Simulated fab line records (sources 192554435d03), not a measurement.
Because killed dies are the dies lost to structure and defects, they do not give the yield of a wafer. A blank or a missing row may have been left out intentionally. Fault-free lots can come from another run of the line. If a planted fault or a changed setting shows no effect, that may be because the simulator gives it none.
Matching of chambers || flow n5 finfet || N5_BEOL_M5_PECVD_70 on pecvd-04: 3 sister chambers
The step deposits SiO2 from TEOS/O2, target thk 16 nm, time 18 s. 3 wafers are shown with their chamber, then 8 later ones without.

== EACH WAFER AND ITS CHAMBER ==
{"wafer": "L084.2", "chamber": 2, "throttle valve pct (%)": 22.7}
{"wafer": "L084.6", "chamber": 1, "throttle valve pct (%)": 26.1}
{"wafer": "L087.1", "chamber": 0, "throttle valve pct (%)": 22.9}

== WAFERS MISSING THEIR CHAMBER ==
{"wafer": "L087.3", "throttle valve pct (%)": 26.3}
{"wafer": "L087.6", "throttle valve pct (%)": 23.0}
{"wafer": "L091.3", "throttle valve pct (%)": 22.5}
{"wafer": "L091.5", "throttle valve pct (%)": 22.8}
{"wafer": "L091.6", "throttle valve pct (%)": 26.2}
{"wafer": "L092.3", "throttle valve pct (%)": 22.9}
{"wafer": "L092.4", "throttle valve pct (%)": 22.8}
{"wafer": "L092.6", "throttle valve pct (%)": 26.3}

== WHICH CHAMBER EACH WENT THROUGH ==
{"wafer": "L087.3", "from the rows above": 1, "in truth": 1}
{"wafer": "L087.6", "from the rows above": "can't be placed: 0 or 2", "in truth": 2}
{"wafer": "L091.3", "from the rows above": "can't be placed: 2 or 0", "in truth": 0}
{"wafer": "L091.5", "from the rows above": "can't be placed: 0 or 2", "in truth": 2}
{"wafer": "L091.6", "from the rows above": 1, "in truth": 1}
{"wafer": "L092.3", "from the rows above": "can't be placed: 0 or 2", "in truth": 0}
{"wafer": "L092.4", "from the rows above": "can't be placed: 0 or 2", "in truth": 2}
{"wafer": "L092.6", "from the rows above": 1, "in truth": 1}
Correctly placed: 3 of 8. Not placeable from these rows: 5 (in 5, the candidates include the true chamber). Wrongly placed: 0.
How it was worked out, from the rows above alone: a wafer's distance from a chamber is the root of the sum, over the readings, of the square of ((its reading less the chamber's mean) divided by the reading's scatter). If the next closest chamber is less than 2 further off than the closest, the wafer can't be placed; otherwise it belongs to the closest. A chamber's mean is the mean of its shown wafers. The scatter: with one shown wafer a chamber, the root of the mean of the squares of how far each hidden wafer lies from its nearest shown one.
